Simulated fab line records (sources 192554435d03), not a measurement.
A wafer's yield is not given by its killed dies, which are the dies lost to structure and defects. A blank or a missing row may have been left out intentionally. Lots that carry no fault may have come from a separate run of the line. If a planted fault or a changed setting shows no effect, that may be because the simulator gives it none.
Which tool is to blame? || flow n5-finfet || 27 wafers from 9 lots sampled at 5 of the route's 1938 steps

WHAT THE GAUGES SHOWED, per wafer
N5_BEOL_M4_RC_MEAS_101.
{"lot": "L835", "measured": "day 9 09:14", "on": "prober-02", "DIBL_N (mV/V)": "36.1 37.3 37.3", "DIBL_P (mV/V)": "36 37 38", "IOFF_N (nA/um)": "0.15 0.18 0.18", "IOFF_P (nA/um)": "0.20 0.23 0.24", "ION_N (uA/um)": "674 681 689", "ION_P (uA/um)": "469 471 474", "SS_N (mV/dec)": "70.7 71.8 71.7", "SS_P (mV/dec)": "72.6 74.1 73.8", "VT_N (mV)": "250 247 246", "VT_P (mV)": "-248 -250 -248"}
{"lot": "L836", "measured": "day 8 21:05", "on": "prober-01", "DIBL_N (mV/V)": "38.3 37.2 35.4", "DIBL_P (mV/V)": "40 38 36", "IOFF_N (nA/um)": "0.22 0.19 0.16", "IOFF_P (nA/um)": "0.36 0.28 0.26", "ION_N (uA/um)": "695 691 682", "ION_P (uA/um)": "487 478 481", "SS_N (mV/dec)": "72.9 72.2 72.0", "SS_P (mV/dec)": "73.0 73.6 73.0", "VT_N (mV)": "242 245 248", "VT_P (mV)": "-239 -242 -243"}
{"lot": "L840", "measured": "day 10 16:34", "on": "prober-01", "DIBL_N (mV/V)": "32.3 36.5 33.2", "DIBL_P (mV/V)": "32 38 33", "IOFF_N (nA/um)": "0.10 0.17 0.11", "IOFF_P (nA/um)": "0.15 0.23 0.16", "ION_N (uA/um)": "669 687 665", "ION_P (uA/um)": "465 472 458", "SS_N (mV/dec)": "70.9 71.7 70.6", "SS_P (mV/dec)": "71.4 72.6 71.4", "VT_N (mV)": "255 248 251", "VT_P (mV)": "-253 -250 -252"}
{"lot": "L841", "measured": "day 10 14:48", "on": "prober-02", "DIBL_N (mV/V)": "38.0 36.2 37.5", "DIBL_P (mV/V)": "36 36 36", "IOFF_N (nA/um)": "0.17 0.13 0.17", "IOFF_P (nA/um)": "0.23 0.22 0.21", "ION_N (uA/um)": "672 671 683", "ION_P (uA/um)": "461 461 460", "SS_N (mV/dec)": "72.2 71.8 72.0", "SS_P (mV/dec)": "73.8 72.7 73.7", "VT_N (mV)": "249 255 249", "VT_P (mV)": "-250 -250 -252"}
{"lot": "L845", "measured": "day 11 09:40", "on": "prober-02", "DIBL_N (mV/V)": "35.0 33.4 32.7", "DIBL_P (mV/V)": "36 34 33", "IOFF_N (nA/um)": "0.17 0.15 0.13", "IOFF_P (nA/um)": "0.21 0.20 0.17", "ION_N (uA/um)": "704 691 668", "ION_P (uA/um)": "478 471 460", "SS_N (mV/dec)": "71.3 70.3 70.5", "SS_P (mV/dec)": "73.8 72.8 72.9", "VT_N (mV)": "246 246 249", "VT_P (mV)": "-248 -248 -253"}
{"lot": "L846", "measured": "day 11 23:30", "on": "prober-01", "DIBL_N (mV/V)": "34.6 39.2 42.8", "DIBL_P (mV/V)": "35 41 45", "IOFF_N (nA/um)": "0.13 0.20 0.29", "IOFF_P (nA/um)": "0.16 0.24 0.35", "ION_N (uA/um)": "667 671 698", "ION_P (uA/um)": "461 459 474", "SS_N (mV/dec)": "71.4 72.4 73.4", "SS_P (mV/dec)": "72.8 74.0 75.4", "VT_N (mV)": "254 251 245", "VT_P (mV)": "-254 -249 -246"}
{"lot": "L849", "measured": "day 12 02:02", "on": "prober-01", "DIBL_N (mV/V)": "36.6 40.7 37.0", "DIBL_P (mV/V)": "38 43 40", "IOFF_N (nA/um)": "0.16 0.25 0.16", "IOFF_P (nA/um)": "0.19 0.26 0.21", "ION_N (uA/um)": "692 694 668", "ION_P (uA/um)": "463 461 454", "SS_N (mV/dec)": "71.7 72.5 70.8", "SS_P (mV/dec)": "73.7 74.8 73.7", "VT_N (mV)": "248 247 254", "VT_P (mV)": "-253 -250 -254"}
{"lot": "L852", "measured": "day 13 05:12", "on": "prober-02", "DIBL_N (mV/V)": "36.9 37.6 37.0", "DIBL_P (mV/V)": "38 37 36", "IOFF_N (nA/um)": "0.17 0.17 0.17", "IOFF_P (nA/um)": "0.24 0.24 0.22", "ION_N (uA/um)": "689 675 676", "ION_P (uA/um)": "475 466 454", "SS_N (mV/dec)": "71.3 72.1 71.6", "SS_P (mV/dec)": "74.3 74.6 74.0", "VT_N (mV)": "247 249 248", "VT_P (mV)": "-247 -248 -247"}
{"lot": "L855", "measured": "day 14 07:22", "on": "prober-02", "DIBL_N (mV/V)": "40.0 36.7 41.0", "DIBL_P (mV/V)": "38 34 40", "IOFF_N (nA/um)": "0.21 0.14 0.23", "IOFF_P (nA/um)": "0.22 0.16 0.25", "ION_N (uA/um)": "677 659 689", "ION_P (uA/um)": "457 448 467", "SS_N (mV/dec)": "72.4 71.2 72.3", "SS_P (mV/dec)": "73.5 72.5 74.2", "VT_N (mV)": "249 253 247", "VT_P (mV)": "-253 -257 -252"}

TOOL THAT RAN EACH LOT (tool first, then ch and the chambers of the sampled wafers, then the start)
{"lot": "L835", "N5_FIN_CUT_CUT_ETCH_28": "rie-si-04 ch 0,1,3, day 2 15:08", "N5_FIN_CUT_STRIP_22": "rie-diel-03 ch 0,2,3, day 2 15:14", "N5_STI_FIN_REVEAL_ALD_00": "ald-sin-03 ch 2,3, day 2 15:26", "N5_STI_FIN_REVEAL_DENSIFY_30": "rtp-anneal-01 ch 0, day 2 21:32"}
{"lot": "L836", "N5_FIN_CUT_CUT_ETCH_28": "rie-si-04 ch 1,2, day 2 21:17", "N5_FIN_CUT_STRIP_22": "rie-diel-03 ch 0,2,3, day 2 21:21", "N5_STI_FIN_REVEAL_ALD_00": "ald-sin-02 ch 0,1,2, day 2 21:33", "N5_STI_FIN_REVEAL_DENSIFY_30": "rtp-anneal-02 ch 0, day 3 03:48"}
{"lot": "L840", "N5_FIN_CUT_CUT_ETCH_28": "rie-si-04 ch 0,1, day 3 21:17", "N5_FIN_CUT_STRIP_22": "rie-diel-03 ch 0,1,2, day 3 21:22", "N5_STI_FIN_REVEAL_ALD_00": "ald-sin-01 ch 0,2,3, day 3 21:34", "N5_STI_FIN_REVEAL_DENSIFY_30": "rtp-anneal-01 ch 0, day 4 03:30"}
{"lot": "L841", "N5_FIN_CUT_CUT_ETCH_28": "rie-si-05 ch 0,1,2, day 4 03:17", "N5_FIN_CUT_STRIP_22": "rie-diel-05 ch 0,1,3, day 4 03:22", "N5_STI_FIN_REVEAL_ALD_00": "ald-sin-03 ch 0,1,2, day 4 03:34", "N5_STI_FIN_REVEAL_DENSIFY_30": "rtp-anneal-02 ch 0, day 4 08:59"}
{"lot": "L845", "N5_FIN_CUT_CUT_ETCH_28": "rie-si-06 ch 1,2, day 5 04:36", "N5_FIN_CUT_STRIP_22": "rie-diel-02 ch 0,1,3, day 5 04:40", "N5_STI_FIN_REVEAL_ALD_00": "ald-sin-03 ch 0,2,3, day 5 04:52", "N5_STI_FIN_REVEAL_DENSIFY_30": "rtp-anneal-01 ch 0, day 5 10:23"}
{"lot": "L846", "N5_FIN_CUT_CUT_ETCH_28": "rie-si-04 ch 1,2, day 5 11:58", "N5_FIN_CUT_STRIP_22": "rie-diel-05 ch 1,3, day 5 12:03", "N5_STI_FIN_REVEAL_ALD_00": "ald-sin-03 ch 1,2,3, day 5 13:02", "N5_STI_FIN_REVEAL_DENSIFY_30": "rtp-anneal-01 ch 0, day 5 18:28"}
{"lot": "L849", "N5_FIN_CUT_CUT_ETCH_28": "rie-si-06 ch 1,2,3, day 6 03:15", "N5_FIN_CUT_STRIP_22": "rie-diel-05 ch 1,2, day 6 03:19", "N5_STI_FIN_REVEAL_ALD_00": "ald-sin-03 ch 2,3, day 6 03:31", "N5_STI_FIN_REVEAL_DENSIFY_30": "rtp-anneal-01 ch 0, day 6 08:59"}
{"lot": "L852", "N5_FIN_CUT_CUT_ETCH_28": "rie-si-04 ch 0,3, day 6 23:16", "N5_FIN_CUT_STRIP_22": "rie-diel-05 ch 1,2,3, day 6 23:20", "N5_STI_FIN_REVEAL_ALD_00": "ald-sin-01 ch 0,1,2, day 6 23:32", "N5_STI_FIN_REVEAL_DENSIFY_30": "rtp-anneal-01 ch 0, day 7 04:59"}
{"lot": "L855", "N5_FIN_CUT_CUT_ETCH_28": "rie-si-05 ch 0,2,3, day 7 17:11", "N5_FIN_CUT_STRIP_22": "rie-diel-05 ch 0,3, day 7 17:16", "N5_STI_FIN_REVEAL_ALD_00": "ald-sin-02 ch 2,3, day 7 17:27", "N5_STI_FIN_REVEAL_DENSIFY_30": "rtp-anneal-02 ch 0, day 7 22:56"}
- N5_FIN_CUT_CUT_ETCH_28: etches Si in HBr/Cl2/O2, target depth 6 nm, time 2.4 s.
- N5_FIN_CUT_STRIP_22: strips in N2/H2.
- N5_STI_FIN_REVEAL_ALD_00: deposits SiO2, target thk 1 nm, pulse time 1 s.
- N5_STI_FIN_REVEAL_DENSIFY_30

AS READ BY THE TOOLS THEMSELVES (means over the sampled wafers that have a number; for cases with no such wafer, the mark the record gives instead)
N5_FIN_CUT_CUT_ETCH_28.
{"lot": "L835", "tool": "rie-si-04", "chamber-pressure-mTorr (mTorr)": 9.996, "drypump-motor-current-A (A)": 5.7, "oes-product-au (a.u.)": 0.995, "throttle-valve-pct (%)": 36.4}
{"lot": "L836", "tool": "rie-si-04", "chamber-pressure-mTorr (mTorr)": 10.006, "drypump-motor-current-A (A)": 5.5, "oes-product-au (a.u.)": 0.986, "throttle-valve-pct (%)": 37.1}
{"lot": "L840", "tool": "rie-si-04", "chamber-pressure-mTorr (mTorr)": 10.003, "drypump-motor-current-A (A)": 5.8, "oes-product-au (a.u.)": 0.991, "throttle-valve-pct (%)": 36.6}
{"lot": "L841", "tool": "rie-si-05", "chamber-pressure-mTorr (mTorr)": 9.997, "drypump-motor-current-A (A)": 5.8, "oes-product-au (a.u.)": 0.991, "throttle-valve-pct (%)": 38.0}
{"lot": "L845", "tool": "rie-si-06", "chamber-pressure-mTorr (mTorr)": 9.999, "drypump-motor-current-A (A)": 5.9, "oes-product-au (a.u.)": 0.985, "throttle-valve-pct (%)": 37.3}
{"lot": "L846", "tool": "rie-si-04", "chamber-pressure-mTorr (mTorr)": 10.005, "drypump-motor-current-A (A)": 5.3, "oes-product-au (a.u.)": 0.987, "throttle-valve-pct (%)": 37.4}
{"lot": "L849", "tool": "rie-si-06", "chamber-pressure-mTorr (mTorr)": 9.993, "drypump-motor-current-A (A)": 5.8, "oes-product-au (a.u.)": 0.990, "throttle-valve-pct (%)": 37.3}
{"lot": "L852", "tool": "rie-si-04", "chamber-pressure-mTorr (mTorr)": 9.996, "drypump-motor-current-A (A)": 5.6, "oes-product-au (a.u.)": 1.005, "throttle-valve-pct (%)": 36.2}
{"lot": "L855", "tool": "rie-si-05", "chamber-pressure-mTorr (mTorr)": 10.006, "drypump-motor-current-A (A)": 5.6, "oes-product-au (a.u.)": 0.993, "throttle-valve-pct (%)": 37.8}

N5_FIN_CUT_STRIP_22.
{"lot": "L835", "tool": "rie-diel-03", "bias-power-w (W)": 8.007, "chamber-pressure-mTorr (mTorr)": 50.03, "drypump-motor-current-A (A)": 5.6, "oes-product-au (a.u.)": 0.72, "power-w (W)": 499.9, "rf-vpp-V (V)": 53.1, "showerhead-plenum-p-Torr (Torr)": 3.44, "temp-c (C)": 39.97, "throttle-valve-pct (%)": 19.21}
{"lot": "L836", "tool": "rie-diel-03", "bias-power-w (W)": 8.003, "chamber-pressure-mTorr (mTorr)": 49.97, "drypump-motor-current-A (A)": 5.6, "oes-product-au (a.u.)": 0.72, "power-w (W)": 499.6, "rf-vpp-V (V)": 56.5, "showerhead-plenum-p-Torr (Torr)": 3.44, "temp-c (C)": 40.01, "throttle-valve-pct (%)": 19.22}
{"lot": "L840", "tool": "rie-diel-03", "bias-power-w (W)": 7.999, "chamber-pressure-mTorr (mTorr)": 49.95, "drypump-motor-current-A (A)": 5.8, "oes-product-au (a.u.)": 0.72, "power-w (W)": 484.1, "rf-vpp-V (V)": 54.8, "showerhead-plenum-p-Torr (Torr)": 3.37, "temp-c (C)": 40.02, "throttle-valve-pct (%)": 19.20}
{"lot": "L841", "tool": "rie-diel-05", "bias-power-w (W)": 8.000, "chamber-pressure-mTorr (mTorr)": 50.07, "drypump-motor-current-A (A)": 5.9, "oes-product-au (a.u.)": 0.75, "power-w (W)": 501.1, "rf-vpp-V (V)": 55.6, "showerhead-plenum-p-Torr (Torr)": 3.40, "temp-c (C)": 40.07, "throttle-valve-pct (%)": 18.88}
{"lot": "L845", "tool": "rie-diel-02", "bias-power-w (W)": 7.994, "chamber-pressure-mTorr (mTorr)": 49.96, "drypump-motor-current-A (A)": 5.9, "oes-product-au (a.u.)": 0.77, "power-w (W)": 500.3, "rf-vpp-V (V)": 53.6, "showerhead-plenum-p-Torr (Torr)": 3.46, "temp-c (C)": 39.98, "throttle-valve-pct (%)": 18.69}
{"lot": "L846", "tool": "rie-diel-05", "bias-power-w (W)": 8.016, "chamber-pressure-mTorr (mTorr)": 50.01, "drypump-motor-current-A (A)": 5.7, "oes-product-au (a.u.)": 0.72, "power-w (W)": 499.0, "rf-vpp-V (V)": 53.2, "showerhead-plenum-p-Torr (Torr)": 3.48, "temp-c (C)": 40.05, "throttle-valve-pct (%)": 18.98}
{"lot": "L849", "tool": "rie-diel-05", "bias-power-w (W)": 7.973, "chamber-pressure-mTorr (mTorr)": 49.97, "drypump-motor-current-A (A)": 5.8, "oes-product-au (a.u.)": 0.74, "power-w (W)": 500.0, "rf-vpp-V (V)": 55.6, "showerhead-plenum-p-Torr (Torr)": 3.41, "temp-c (C)": 39.99, "throttle-valve-pct (%)": 18.90}
{"lot": "L852", "tool": "rie-diel-05", "bias-power-w (W)": 7.981, "chamber-pressure-mTorr (mTorr)": 50.09, "drypump-motor-current-A (A)": 5.9, "oes-product-au (a.u.)": 0.73, "power-w (W)": 498.8, "rf-vpp-V (V)": 54.8, "showerhead-plenum-p-Torr (Torr)": 3.43, "temp-c (C)": 40.01, "throttle-valve-pct (%)": 18.95}
{"lot": "L855", "tool": "rie-diel-05", "bias-power-w (W)": 8.008, "chamber-pressure-mTorr (mTorr)": 49.98, "drypump-motor-current-A (A)": 6.1, "oes-product-au (a.u.)": 0.74, "power-w (W)": 499.6, "rf-vpp-V (V)": 57.7, "showerhead-plenum-p-Torr (Torr)": 3.41, "temp-c (C)": 39.90, "throttle-valve-pct (%)": 19.00}

N5_STI_FIN_REVEAL_ALD_00.
{"lot": "L835", "tool": "ald-sin-03", "heater-power-w (W)": 467, "precursor-pulse-height-rel": 0.982}
{"lot": "L836", "tool": "ald-sin-02", "heater-power-w (W)": 481, "precursor-pulse-height-rel": 0.994}
{"lot": "L840", "tool": "ald-sin-01", "heater-power-w (W)": 465, "precursor-pulse-height-rel": 1.003}
{"lot": "L841", "tool": "ald-sin-03", "heater-power-w (W)": 498, "precursor-pulse-height-rel": 1.002}
{"lot": "L845", "tool": "ald-sin-03", "heater-power-w (W)": 461, "precursor-pulse-height-rel": 1.015}
{"lot": "L846", "tool": "ald-sin-03", "heater-power-w (W)": 444, "precursor-pulse-height-rel": 1.014}
{"lot": "L849", "tool": "ald-sin-03", "heater-power-w (W)": 441, "precursor-pulse-height-rel": 1.017}
{"lot": "L852", "tool": "ald-sin-01", "heater-power-w (W)": 465, "precursor-pulse-height-rel": 1.010}
{"lot": "L855", "tool": "ald-sin-02", "heater-power-w (W)": 505, "precursor-pulse-height-rel": 1.019}

N5_STI_FIN_REVEAL_DENSIFY_30.
{"lot": "L835", "tool": "rtp-anneal-01", "lamp-power-pct (%)": 11.51, "lamp_zone_1_pct (%)": 11.535}
{"lot": "L836", "tool": "rtp-anneal-02", "lamp-power-pct (%)": 11.53, "lamp_zone_1_pct (%)": 11.518}
{"lot": "L840", "tool": "rtp-anneal-01", "lamp-power-pct (%)": 11.56, "lamp_zone_1_pct (%)": 11.525}
{"lot": "L841", "tool": "rtp-anneal-02", "lamp-power-pct (%)": 11.53, "lamp_zone_1_pct (%)": 11.517}
{"lot": "L845", "tool": "rtp-anneal-01", "lamp-power-pct (%)": 11.46, "lamp_zone_1_pct (%)": 11.530}
{"lot": "L846", "tool": "rtp-anneal-01", "lamp-power-pct (%)": 11.54, "lamp_zone_1_pct (%)": 11.524}
{"lot": "L849", "tool": "rtp-anneal-01", "lamp-power-pct (%)": 11.53, "lamp_zone_1_pct (%)": 11.535}
{"lot": "L852", "tool": "rtp-anneal-01", "lamp-power-pct (%)": 11.54, "lamp_zone_1_pct (%)": 11.535}
{"lot": "L855", "tool": "rtp-anneal-02", "lamp-power-pct (%)": 11.54, "lamp_zone_1_pct (%)": 11.550}

THE ANSWER, worked out from the rows above alone
Rule: the usual values come from the lots themselves. The widest of any qualifying gaps counts: lots, ordered by their means at a reading, are off when they make up no more than a third of the lots, leave a main group of 4 or more, and stand apart from it by 3 or more times the standard deviation of that group's means. Not used: any main group whose means are identical at the precision the tables above print for the reading. Also off: a lot with no number at a reading for which 4 or more lots have one. Any other lot the step has rows for is counted as sound. After the gauges, taken in route order, come the tools' own readings; for these a lot's mean is taken, as printed above. The first step at which some lot is off is used, and at that step the reading that is off furthest; a lot without a number counts as furthest.
Off: L840, at N5_BEOL_M4_RC_MEAS_101 (SS_P). The main group: mean 73.6 mV/dec, standard deviation 0.41.
If a tool, at a process step before that reading, ran all the lots that are off and no sound lot after the first of them, it fits. Not tried: the gauges at N5_BEOL_M4_RC_MEAS_101; whatever is off there is also off at N5_FIN_CUT_STRIP_22, on other tools, and gauge error can't account for it. One fits: N5_FIN_CUT_STRIP_22 on rie-diel-03. Its last sound lot is L836 (day 2 21:21), its first lot that is off L840 (day 3 21:22): a fault that began between those two fits.
On the lots that are off, the tool's own readings at N5_FIN_CUT_STRIP_22 differ by more than 5 times the standard deviation of the sound lots' means, which bears it out; power-w reads 484.1 W there versus 499.8 W on the sound lots.

WHAT THE SIMULATOR HAD PUT IN
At N5_FIN_CUT_STRIP_22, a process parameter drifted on rie-diel-03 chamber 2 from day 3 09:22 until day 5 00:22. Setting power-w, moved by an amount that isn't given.
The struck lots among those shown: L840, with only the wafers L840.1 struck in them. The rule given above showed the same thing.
